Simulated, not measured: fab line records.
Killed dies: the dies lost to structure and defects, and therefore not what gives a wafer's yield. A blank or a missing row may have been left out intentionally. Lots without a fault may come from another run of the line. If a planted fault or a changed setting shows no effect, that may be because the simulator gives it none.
fab line records | flow nand_harc
[record] lots = 13 wafers = 39 last_day = 33
route steps=1302 shown P_CONTACT@219 END@1302
lots untouched by any fault: they come from a run of this same line in which no faults occurred
start_h: the number of hours between the record's first day and the start of the first shown wafer of the lot | wait_h: hours from the lot's prior step to this one | " identical to the entry in the row above | L1.1+2: several wafers, shown together as one row | - value missing, or start not given | * or withheld: withheld | < > ~ a bound
route shown NAME@n: a module of which the file shows steps, and the number in the route of the first | usual: mean/standard deviation taken from wafers without a fault | same: alike in all rows | chamber/n: place in a boat | sites: each site's reading | _std_site: how widely they spread, as a standard deviation | _edge_site: mean of outer sites minus mean of inner sites | radius_mm: how far each site lies from the wafer's centre | mask NAME#n: copy n | behind: the last tool/chamber to shape the wafer | hold: what put the lot on hold/how long, in hours/how the hold closed | device: names the non-switching transistor (n, p or np) | end of line: at the end of the route, the tests of the same wafers | a step with no rows: only its recipe | killed: dies lost to structure and defects at the first sort, not the wafer's yield | map: shows each die of a wafer: x if killed, . if not, _ if none is there
set.NAME: the setting that was run; set.NAME@STEP: the one run at that earlier step | model.NAME: the simulator's own value behind a step, which no gauge read
route steps across a sampled set of lots; one table per step, one row per wafer
services: from which hour (start_h, from the record's first day; less than 0 if before it) a tool's chamber was out of use, for how many hours, and why
[[steps]]
[step NHARC_P_CONTACT_CMP_01]
[recipe] target_thk_nm = 200 material = SiO2
[usual] motor_current_A = 12.1/1
// columns lot.wafer tool chamber start_h wait_h motor_current_A
L826.2 cmp-01 2 130.77 - 11.6
L826.1 " 3 " " 12.5
L826.5 " 1 " " 12.0
L828.4 cmp-01 2 149.57 - 12.3
L828.1 " 3 " " 12.8
L828.5 " 0 " " 11.5
L831.3 cmp-01 2 173.62 - 12.8
L831.4 " 3 " " 12.8
L831.6 " 2 " " 11.9
L830.4 cmp-02 0 174.47 - 12.5
L830.5 " 2 " " 11.6
L830.6 " 3 " " 14.6
L832.4 cmp-02 0 190.80 - 12.0
L832.1 " 1 " " 11.5
L832.5 " 3 " " 14.4
L838.3 cmp-04 3 246.08 - 13.2
L838.4 " 1 " " 10.5
L838.6 " 3 " " 13.1
L839.4 cmp-01 3 264.18 - 12.5
L839.5 " 0 " " 11.2
L839.6 " 1 " " 11.9
L840.1 cmp-01 3 266.91 - 12.6
L840.4 " 0 " " 11.8
L840.2 " 1 " " 12.4
L842.4 cmp-01 1 299.59 - 12.2
L842.1 " 3 " " 12.6
L842.5 " 0 " " 11.2
L843.2 cmp-04 1 305.22 - 10.6
L843.1 " 2 " " 10.8
L843.3 " 3 " " 12.9
L845.3 cmp-02 0 310.78 - 11.8
L845.6 " 2 " " 10.8
L845.5 " 3 " " 15.0
L846.2 cmp-04 3 323.19 - 13.2
L846.4 " 2 " " 11.1
L846.6 " 3 " " 12.5
L848.1 cmp-02 3 339.07 - 14.3
L848.2 " 0 " " 12.1
L848.6 " 1 " " 11.9
[step NHARC_P_CONTACT_OVL_MEAS_13]
[usual] overlay_x_nm = 0.2/0.63 overlay_y_nm = 0.3/0.65
// columns lot.wafer tool chamber start_h wait_h overlay_x_nm overlay_y_nm
L826.1 overlay-01 - 131.65 - -0.1 1.5
L826.2 " - " " -0.2 1.6
L826.5 " - " " -0.2 0.7
L828.1 overlay-01 - 150.44 - 0.2 -0.5
L828.4 " - " " 0.6 -0.2
L828.5 " - " " 0.2 0.1
L831.3 overlay-01 - 174.53 - 0.1 1.1
L831.4 " - " " 0.1 0.7
L831.6 " - " " 0.2 0.9
L830.4 overlay-01 - 175.21 - -1.1 -0.4
L830.5 " - " " -0.7 0.1
L830.6 " - " " -1.5 -0.1
L832.1 overlay-01 - 191.70 - 1.2 1.6
L832.4 " - " " 1.1 1.3
L832.5 " - " " 1.2 1.7
L838.3 overlay-01 - 246.97 - 1.6 0.0
L838.4 " - " " 1.0 0.1
L838.6 " - " " 0.7 -0.7
L839.4 overlay-01 - 264.90 - 0.6 0.8
L839.5 " - " " 0.8 0.8
L839.6 " - " " 0.9 0.8
L840.1 overlay-02 - 267.68 - 1.4 -0.6
L840.2 " - " " 1.7 -1.1
L840.4 " - " " 1.3 -0.3
L842.1 overlay-01 - 300.47 - -0.2 0.2
L842.4 " - " " -0.4 -0.8
L842.5 " - " " 0.7 0.0
L843.1 overlay-02 - 306.12 - 0.1 0.0
L843.2 " - " " 0.5 -1.3
L843.3 " - " " -0.5 0.1
L845.3 overlay-01 - 311.53 - 0.5 1.2
L845.5 " - " " 0.5 0.7
L845.6 " - " " 0.8 0.9
L846.2 overlay-02 - 324.12 - 0.6 -0.4
L846.4 " - " " 0.8 -0.3
L846.6 " - " " 0.0 -0.2
L848.1 overlay-01 - 340.28 - -0.4 -0.6
L848.2 " - " " -0.5 -0.1
L848.6 " - " " -0.7 0.4
[step NHARC_P_CONTACT_ETCH_36]
[recipe] target_depth_a = 2600 over_etch_frac = 0.25 time_s = 406.25 ion_energy_ev = 200 n2_flow_sccm = 150 h2_flow_sccm = 150 ar_flow_sccm = 0 rf_w = 400 bias_w = 150 chemistry = N2/H2
[usual] drypump_motor_current_A = 5.7/0.52 oes_product_au = 1.005/0.011 rf_fwd_power_W = 399.4/1.1 rf_vpp_V = 430.1/1.9 run_length_s = 427.6/0.4 showerhead_plenum_p_Torr = 2.02/0.064 throttle_valve_pct = 14.170/0.0085
[same] over_etch_frac = 0.25
// columns lot.wafer tool chamber start_h wait_h drypump_motor_current_A oes_product_au rf_fwd_power_W rf_hours_counter_h rf_vpp_V run_length_s showerhead_plenum_p_Torr throttle_valve_pct
L826.2 rie_diel-12 3 131.92 - 5.9 1.004 399.0 2.3 430.3 427.1 1.95 14.171
L826.1 " 0 " " 5.5 1.002 398.7 2.4 434.0 427.8 2.16 14.174
L826.5 " 3 " " 5.9 0.991 400.8 - 427.7 426.8 1.95 14.185
L828.1 rie_diel-06 2 150.72 - 5.8 0.996 398.4 0.2 428.7 427.3 1.97 14.170
L828.4 " 0 " " 6.0 1.014 401.2 0.1 431.5 427.2 2.07 14.176
L828.5 " 3 " " 5.1 1.014 400.9 - 431.1 428.0 2.00 14.161
L831.3 rie_diel-13 0 174.81 - 5.2 0.998 400.6 0.1 432.3 427.9 2.08 14.160
L831.4 " 1 " " 6.7 0.991 401.5 0.1 432.9 427.5 2.07 14.163
L831.6 " 1 " " 6.7 1.000 398.9 - 431.4 428.3 2.07 14.171
L830.4 rie_diel-06 2 175.57 - 5.8 0.996 - 0.8 428.0 330.1 1.97 14.188
L830.6 " 3 " " 5.1 1.012 - - 431.2 330.4 2.00 14.162
L830.5 " 0 " " 6.0 1.015 - - 430.2 329.6 2.07 14.178
L832.1 rie_diel-06 0 192.04 - 6.0 1.019 - 1.5 430.8 330.0 2.07 14.165
L832.4 " 1 " " 5.2 0.997 - 1.6 429.8 329.9 2.01 14.162
L832.5 " 2 " " 5.8 0.990 - - 427.3 329.7 1.97 14.170
L838.3 rie_diel-06 1 247.36 - 5.3 1.006 398.0 3.3 429.5 427.4 2.01 14.158
L838.4 " 2 " " 5.8 1.002 398.6 - 427.5 427.6 1.97 14.163
L838.6 " 1 " " 5.2 0.998 400.5 - 431.2 427.0 2.01 14.177
L839.4 rie_diel-06 0 265.43 0.3 6.0 1.012 398.2 - 430.4 427.1 2.07 14.182
L839.5 " 1 " " 5.2 1.001 398.6 - 430.4 427.0 2.01 14.161
L839.6 " 0 " " 6.1 1.002 398.9 - 431.8 427.2 2.07 14.153
L840.2 rie_diel-06 0 267.98 - 6.1 1.012 397.2 4.9 433.5 427.5 2.07 14.163
L840.1 " 1 " " 5.2 0.998 399.2 4.9 429.4 427.1 2.01 14.178
L840.4 " 0 " " 6.0 1.007 399.2 - 430.7 427.6 2.07 14.177
L842.1 rie_diel-06 2 300.82 - 5.8 0.993 398.7 5.2 427.6 427.4 1.97 14.177
L842.5 " 1 " " 5.2 1.007 398.7 - 428.1 427.2 2.01 14.176
L842.4 " 0 " " 6.0 1.006 400.2 - 430.4 427.4 2.07 14.165
L843.3 rie_diel-13 0 306.39 - 5.2 1.026 399.6 4.0 431.2 428.2 2.08 14.167
L843.2 " 2 " " 5.0 0.992 401.4 3.4 426.2 427.3 1.90 14.162
L843.1 " 3 " " 6.2 1.010 399.5 3.8 433.1 427.8 2.10 14.177
L845.3 rie_diel-12 1 311.86 - 6.3 0.989 399.1 1.4 429.9 428.1 2.01 14.166
L845.5 " 3 " " 5.9 0.998 398.6 - 428.0 426.5 1.94 14.158
L845.6 " 0 " " 5.5 1.000 398.0 - 432.9 428.0 2.15 14.180
L846.4 rie_diel-06 2 324.45 - 5.8 1.020 398.8 0.2 429.3 427.4 1.97 14.173
L846.2 " 3 " " 5.1 1.013 399.9 0.1 428.0 427.9 2.00 14.175
L846.6 " 1 " " 5.2 0.977 398.3 - 428.2 427.3 2.01 14.168
L848.1 rie_diel-13 0 340.59 - 5.2 1.035 400.1 5.4 431.4 427.9 2.07 14.172
L848.2 " 2 " " 5.0 1.007 399.7 4.6 427.7 427.3 1.90 14.185
L848.6 " 0 " " 5.2 1.021 399.9 - 431.3 428.2 2.07 14.169
[step NHARC_P_CONTACT_PVD_32]
[recipe] target_thk_a = 50 chamber_pressure_pa = 5 power_w = 5000 substrate_temp_c = 200 time_s = 17.7 material = Ti
[usual] throttle_valve_pct = 29.9/1.2
// columns lot.wafer tool chamber start_h wait_h throttle_valve_pct
L826.1 pvd_sputter-01 - - - 30.0
L826.2 " - " " 31.3
L826.5 " - " " 29.8
L828.4 pvd_sputter-01 - - - 29.7
L828.1 " - " " 29.0
L828.5 " - " " 29.8
L831.4 pvd_sputter-01 - - - 29.9
L831.3 " - " " 31.8
L831.6 " - " " 29.7
L830.4 pvd_sputter-02 - - - 29.6
L830.6 " - " " 28.7
L830.5 " - " " 31.9
L832.4 pvd_sputter-02 - - - 29.6
L832.1 " - " " 32.1
L832.5 " - " " 29.6
L838.3 pvd_sputter-01 - - - 28.9
L838.4 " - " " 28.8
L838.6 " - " " 29.2
L839.4 pvd_sputter-03 - - - 29.7
L839.6 " - " " 29.5
L839.5 " - " " 29.8
L840.4 pvd_sputter-01 - - - 32.3
L840.2 " - " " 29.6
L840.1 " - " " 29.3
L842.1 pvd_sputter-03 - - - 28.7
L842.4 " - " " 29.7
L842.5 " - " " 30.3
L843.3 pvd_sputter-01 - - - 29.5
L843.1 " - " " 28.8
L843.2 " - " " 29.0
L845.3 pvd_sputter-01 - - - 29.7
L845.5 " - " " 32.4
L845.6 " - " " 29.6
L846.2 pvd_sputter-01 - - - 29.6
L846.4 " - " " 28.9
L846.6 " - " " 29.7
L848.2 pvd_sputter-01 - - - 29.2
L848.1 " - " " 29.6
L848.6 " - " " 29.1
[step NHARC_END_SORT_01]
[recipe] temp_c = 25
[usual] killed_at_array = 57/20 killed_at_other = 1.0/1.5 killed_at_periphery = 3.5/2.5 killed_dies = 62/21 killed_open = 3.5/1.9 killed_short = 2.4/1.6
[same] gross_dies = 677
// columns lot.wafer tool chamber start_h wait_h killed_at_array killed_at_other killed_at_periphery killed_dies killed_open killed_short
L830.4 prober-02 0 628.98 3.4 71 1 493 565 2 1
L830.5 prober-02 0 629.76 3.7 61 0 572 633 3 3
L830.6 prober-02 0 630.55 3.9 71 1 544 616 3 2
L832.1 prober-02 0 642.20 2.5 47 1 572 620 4 3
L832.4 prober-02 0 644.62 3.4 48 1 509 558 6 6
L832.5 prober-02 0 645.42 3.7 53 0 506 559 8 3
// killed by level:class
L830.4 P_CONTACT:area_etch=487 A_CHANNEL_HOLE_D2:chamber_film_flake=33 A_SLIT:chamber_film_flake=29 P_ZERO_WELL:chamber_film_flake=3 A_CONTACT:chamber_film_flake=3 P_GATE:chamber_film_flake=2 A_CHANNEL_HOLE_D1:chamber_film_flake=2 A_SOURCE_PLATE:geometric_particle:open=1
L830.5 P_CONTACT:area_etch=569 A_SLIT:chamber_film_flake=26 A_CHANNEL_HOLE_D2:chamber_film_flake=25 P_CONTACT:chamber_film_flake=2 A_CHANNEL_HOLE_D1:chamber_film_flake=2 A_ONON_D1:geometric_particle:open=1 A_CHANNEL_FILL_D1:geometric_particle:open=1 A_CHANNEL_FILL_D1:geometric_particle:short=1
L830.6 P_CONTACT:area_etch=537 A_CHANNEL_HOLE_D2:chamber_film_flake=32 A_SLIT:chamber_film_flake=28 P_STI:chamber_film_flake=3 A_CONTACT:chamber_film_flake=3 A_CHANNEL_HOLE_D1:chamber_film_flake=2 A_DECK1_JOINT:chamber_film_flake=2 P_GATE:geometric_particle:open=1
L832.1 P_CONTACT:area_etch=571 A_CHANNEL_HOLE_D1:chamber_film_flake=25 A_CHANNEL_HOLE_D2:chamber_film_flake=14 A_CHANNEL_FILL_D2:geometric_particle:short=2 P_M1:geometric_particle:open=1 A_SOURCE_PLATE:geometric_particle:short=1 A_ONON_D1:geometric_particle:open=1 A_CHANNEL_FILL_D2:geometric_particle:open=1
L832.4 P_CONTACT:area_etch=505 A_CHANNEL_HOLE_D1:chamber_film_flake=28 A_CHANNEL_HOLE_D2:chamber_film_flake=7 A_CHANNEL_FILL_D1:geometric_particle:short=2 A_ONON_D2:geometric_particle:open=2 A_CHANNEL_FILL_D2:geometric_particle:short=2 A_CONTACT:chamber_film_flake=2 P_STI:geometric_particle:short=1
L832.5 P_CONTACT:area_etch=503 A_CHANNEL_HOLE_D1:chamber_film_flake=29 A_CHANNEL_HOLE_D2:chamber_film_flake=9 A_DECK1_JOINT:geometric_particle:open=2 A_ONON_D2:geometric_particle:open=2 P_STI:chamber_film_flake=2 A_STAIRCASE:chamber_film_flake=2 P_CONTACT:geometric_particle:open=1
[[services]]
// columns tool chamber start_h hours kind
cmp-01 - 108.57 0.3 repair
rie_diel-13 0 109.75 8.3 repair
cmp-04 - 111.07 4.0 pm
cmp-02 - 116.39 1.9 repair
cmp-01 - 118.78 4.0 pm
cmp-04 - 120.80 0.5 repair
rie_diel-06 - 130.20 9.0 pm
cmp-02 - 135.95 4.0 pm
rie_diel-06 2 169.34 2.5 repair
cmp-02 - 179.38 1.3 repair
cmp-02 - 181.14 1.7 repair
cmp-02 - 186.85 2.1 repair
cmp-02 - 191.28 0.4 repair
cmp-01 - 216.82 4.0 pm
rie_diel-06 3 220.49 91.7 repair
pvd_sputter-01 - 221.51 3.1 repair
pvd_sputter-01 - 226.00 10.0 pm
cmp-02 - 233.95 4.0 pm
rie_diel-06 2 261.20 4.6 repair
rie_diel-06 - 307.20 9.0 pm
cmp-01 - 314.82 4.0 pm
rie_diel-06 0 331.49 2.1 repair
cmp-02 - 331.95 4.0 pm
pvd_sputter-01 - 334.26 2.5 repair
[[key]]
[first_sign] step = NHARC_P_CONTACT_ETCH_36 reading = run_length_s direction = down sigmas = 99+ usual = * struck = *
[effect] step = NHARC_END_SORT_01 reading = killed_at_periphery direction = up sigmas = 99+ usual = 3.5 struck = 532.7
[more_kills_born_at] NHARC_P_CONTACT_ETCH_36@rie_diel-06 = 3172
met_at NHARC_P_CONTACT_ETCH_36
struck_lots L830,L832
later_rows_left_out L830.4,L830.5,L830.6,L832.1,L832.4,L832.5
tester_left_out L830,L832
not_acting_at NHARC_P_CONTACT_CMP_01,NHARC_P_CONTACT_OVL_MEAS_13,NHARC_P_CONTACT_PVD_32
onset_between 150.72 175.57
[fault] kind = process_parameter_drift tool = rie_diel-06 chamber = - onset_h = 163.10 steps = NHARC_P_CONTACT_ETCH_36 channel = time_s offset = * shape = step end_h = 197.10 acts_in = * stated = *
// tester_left_out: of these lots the tester's yield and bins aren't shown, on N5 and GAA mostly nor the transistor test; their killed dies are dies lost to structure and defects alone, not to doping, threshold or leakage, so they don't give the yield
// later_rows_left_out: the simulator's readings of these wafers behind a module that went badly wrong aren't trusted and aren't shown, but for the sort
